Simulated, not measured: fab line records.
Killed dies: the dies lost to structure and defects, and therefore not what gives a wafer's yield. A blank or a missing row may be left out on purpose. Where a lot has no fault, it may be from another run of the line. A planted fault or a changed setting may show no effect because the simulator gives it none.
Which of the tools did it?	flow n5_finfet	14 lots with 36 wafers sampled at 4 steps, on a route of 1938 steps

== WHAT THE GAUGES READ, wafer by wafer ==
N5_BEOL_M9_CD_MEAS_11 targets a cd of 64.1 nm.
lot	measured	on	cd_nm (nm)
L830	day 9 08:29	cd_sem-01	63.9 64.2 63.7
L831	day 9 14:22	cd_sem-01	64.6 63.5 64.8
L832	day 9 23:47	cd_sem-03	- - -
L833	day 10 01:32	cd_sem-02	- - -
L842	day 13 01:30	cd_sem-02	65.5 65.3
L844	day 13 11:46	cd_sem-02	65.0 64.9 65.2
L843	day 13 15:49	cd_sem-01	65.4 64.8 64.7
L845	day 14 02:32	cd_sem-02	64.9 63.8
L848	day 14 11:32	cd_sem-03	63.5 65.4
L847	day 14 11:52	cd_sem-01	64.1 65.3
L851	day 14 17:02	cd_sem-03	65.0 64.5
L849	day 15 04:42	cd_sem-03	64.5 63.8 65.9
L852	day 15 19:07	cd_sem-01	64.7 64.3
L853	day 16 08:20	cd_sem-03	65.1 64.8 64.0

== TOOL THAT RAN EACH LOT (tool first, then ch and the chambers of the sampled wafers, then the start) ==
lot	N5_BEOL_M8_DEP_56	N5_BEOL_M9_CURE_71	N5_BEOL_M9_PEB_09
L830	pecvd-03 ch 0,2, day 9 07:17	uv_cure-02 ch 2, day 9 07:31	litho_track-01 ch 0, day 9 08:26
L831	pecvd-01 ch 0,1, day 9 12:22	uv_cure-03 ch 0, day 9 12:46	litho_track-01 ch 0, day 9 14:18
L832	pecvd-02 ch 0,1,2, day 9 22:26	uv_cure-02 ch 1, day 9 22:41	litho_track-05, day 9 23:43
L833	pecvd-02 ch 1,2, day 9 22:40	uv_cure-03 ch 1, day 9 23:04	litho_track-01, day 10 01:29
L842	pecvd-03 ch 0,2, day 12 23:38	uv_cure-01 ch 1, day 13 00:44	litho_track-03 ch 0, day 13 01:26
L844	pecvd-01 ch 0,1,2, day 13 07:37	uv_cure-01 ch 0, day 13 07:51	litho_track-05 ch 0, day 13 11:41
L843	pecvd-02 ch 0,2, day 13 13:43	uv_cure-02 ch 0, day 13 14:05	litho_track-05 ch 0, day 13 15:46
L845	pecvd-03 ch 0,2, day 14 00:45	uv_cure-02 ch 1, day 14 01:25	litho_track-01 ch 0, day 14 02:29
L848	pecvd-01 ch 0,1, day 14 09:10	uv_cure-03 ch 2, day 14 09:23	litho_track-05 ch 0, day 14 11:28
L847	pecvd-03 ch 0,1, day 14 09:51	uv_cure-03 ch 0, day 14 10:13	litho_track-01 ch 0, day 14 11:48
L851	pecvd-01 ch 0,1, day 14 13:35	uv_cure-03 ch 0, day 14 14:01	litho_track-01 ch 0, day 14 16:58
L849	pecvd-02 ch 0,2, day 14 23:47	uv_cure-03 ch 2, day 14 23:59	litho_track-03 ch 0, day 15 04:38
L852	pecvd-03 ch 1,2, day 15 16:25	uv_cure-02 ch 2, day 15 16:37	litho_track-03 ch 0, day 15 19:03
L853	pecvd-02 ch 0,1,2, day 16 05:29	uv_cure-01 ch 1, day 16 05:46	litho_track-01 ch 0, day 16 08:16
- N5_BEOL_M8_DEP_56: deposits SiCN from 3MS/NH3, target thk 10 nm, time 17.5 s.
- N5_BEOL_M9_CURE_71: cures SiCOH lowk, time 240 s.
- N5_BEOL_M9_PEB_09: peb time 60 s.

== WHAT THE TOOLS THEMSELVES READ (means of the sampled wafers that have a number; where no wafer has one, the mark that the record gives instead) ==
N5_BEOL_M8_DEP_56.
lot	tool	showerhead_plenum_p_Torr (Torr)	throttle_valve_pct (%)
L830	pecvd-03	3.684	9.1
L831	pecvd-01	3.683	8.8
L832	pecvd-02	3.666	9.2
L833	pecvd-02	3.664	9.3
L842	pecvd-03	3.678	8.5
L844	pecvd-01	3.668	9.1
L843	pecvd-02	3.656	9.2
L845	pecvd-03	3.686	8.7
L848	pecvd-01	3.680	8.8
L847	pecvd-03	3.678	8.9
L851	pecvd-01	3.672	8.8
L849	pecvd-02	3.654	9.0
L852	pecvd-03	3.679	8.8
L853	pecvd-02	3.665	9.4

N5_BEOL_M9_CURE_71.
lot	tool	lamp_power_pct (%)	wafer_temp_C_max
L830	uv_cure-02	52.34	387.0
L831	uv_cure-03	52.33	387.6
L832	uv_cure-02	52.38	385.8
L833	uv_cure-03	52.27	386.6
L842	uv_cure-01	52.28	386.2
L844	uv_cure-01	52.35	386.5
L843	uv_cure-02	52.36	387.3
L845	uv_cure-02	52.28	385.8
L848	uv_cure-03	52.30	386.6
L847	uv_cure-03	52.26	387.9
L851	uv_cure-03	52.28	386.8
L849	uv_cure-03	52.34	386.6
L852	uv_cure-02	52.37	386.6
L853	uv_cure-01	52.26	386.4

N5_BEOL_M9_PEB_09.
lot	tool	chill_plate_temp_C (C)	exhaust_pa (Pa)
L830	litho_track-01	23.10	44.5
L831	litho_track-01	23.05	44.9
L832	litho_track-05	-	-
L833	litho_track-01	-	-
L842	litho_track-03	22.80	44.9
L844	litho_track-05	23.08	45.1
L843	litho_track-05	23.09	45.5
L845	litho_track-01	22.93	45.5
L848	litho_track-05	23.20	45.1
L847	litho_track-01	23.12	43.6
L851	litho_track-01	22.79	43.8
L849	litho_track-03	22.94	44.5
L852	litho_track-03	22.96	45.0
L853	litho_track-01	22.98	44.9

== THE ANSWER, worked out from the rows above alone ==
Rule: the lots themselves supply what counts as usual. Put in order of their means at a reading, lots are off if they are a third of the lots or fewer, leave a main group of 4 or more, and stand apart from it by a gap of 3 or more times the standard deviation of the main group's means; of several such gaps the widest counts. A main group is skipped when, at the precision printed for the reading in the tables above, its means are all equal. Also off: a lot with no number at a reading for which 4 or more lots have one. Where the step has rows for the other lots, those lots are counted as sound. After the gauges, taken in route order, come the tools' own readings; for these a lot's mean is taken, as printed above. At the first step where some lot is off, the reading lying furthest off is the one used; lots without a number count as furthest.
Off, at N5_BEOL_M9_CD_MEAS_11 on cd_nm: L832, L833. Without a number there: L832, L833. For the main group the mean is 64.6 nm and the standard deviation 0.37.
A tool fits if, at a process step before that reading, it ran every lot that is off, and no sound lot after the first of them. The gauges at N5_BEOL_M9_CD_MEAS_11 aren't tried: what is off there is off at N5_BEOL_M9_PEB_09 too, on other tools, and a gauge's error can't cause that. None of those tried fits.

== WHAT WAS PUT IN BY THE SIMULATOR ==
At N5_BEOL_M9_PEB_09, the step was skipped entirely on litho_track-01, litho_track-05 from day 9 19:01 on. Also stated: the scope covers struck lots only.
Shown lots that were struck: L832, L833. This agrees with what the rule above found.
